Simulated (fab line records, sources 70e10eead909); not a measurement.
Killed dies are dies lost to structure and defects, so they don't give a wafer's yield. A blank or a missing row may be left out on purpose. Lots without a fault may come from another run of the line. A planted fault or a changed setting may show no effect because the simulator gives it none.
One fault seen from 2 desks | flow nand_harc | each desk has only its own numbers; what lay behind them comes last

THE METROLOGY DESK
What the gauges read, lot by lot, whatever tool the lot ran on: means of the sampled wafers that have a number. A lot is out of limits, marked OUT, if its mean lies more than 4 standard deviations from the usual mean; the brackets give that distance.
Columns: A = cd_nm at NHARC_P_BONDPAD_CD_MEAS_09, usual 500.0 nm; B = cd_nm at NHARC_P_BONDPAD_CD_MEAS_13, usual 499.4 nm
lot  | first seen here | A     | B
L879 | day 6 04:22     | 499.9 | 498.7
L880 | day 6 20:04     | 500.6 | 500.3
L881 | day 6 23:41     | 501.2 | 500.5
L882 | day 7 04:04     | 502.4 | 502.1
L884 | day 7 07:22     | 500.1 | 500.0
L883 | day 7 11:11     | 501.0 | 500.7
L886 | day 8 05:27     | 499.9 | 499.8
L888 | day 8 19:13     | 498.6 | 497.8
L893 | day 9 16:19     | 499.1 | 498.9
L900 | day 11 11:43    | 501.3 | 500.3
L899 | day 11 12:41    | 499.5 | 498.0
L898 | day 11 18:44    | 499.4 | 498.6
This desk's finding: nothing out of limits on any of the 12 lots.

THE TOOL OWNER'S DESK: krf_scanner-02
The tool's own readings at NHARC_P_BONDPAD_EXPOSE_06 (exposes mask P BPAD): means of the sampled wafers that have a number, for each lot that ran on this tool. A lot is out of limits, marked OUT, if its mean lies more than 4 standard deviations from the usual mean; the brackets give that distance.
Columns: A = exposure_dose_mJ_cm2 at NHARC_P_BONDPAD_EXPOSE_06, usual 37.06; B = focus_offset_nm at NHARC_P_BONDPAD_EXPOSE_06, usual 0.0 nm
lot  | first seen here | A     | B
L880 | day 6 19:55     | 37.08 | -0.2
L882 | day 7 03:55     | 37.07 | -0.2
L888 | day 8 19:04     | 37.04 | 0.2
This desk's finding: nothing out of limits on any of the 3 lots.

PUT TOGETHER
The metrology desk saw nothing out of limits.
The tool owner's desk saw nothing out of limits.

WHAT THE SIMULATOR HAD PUT IN
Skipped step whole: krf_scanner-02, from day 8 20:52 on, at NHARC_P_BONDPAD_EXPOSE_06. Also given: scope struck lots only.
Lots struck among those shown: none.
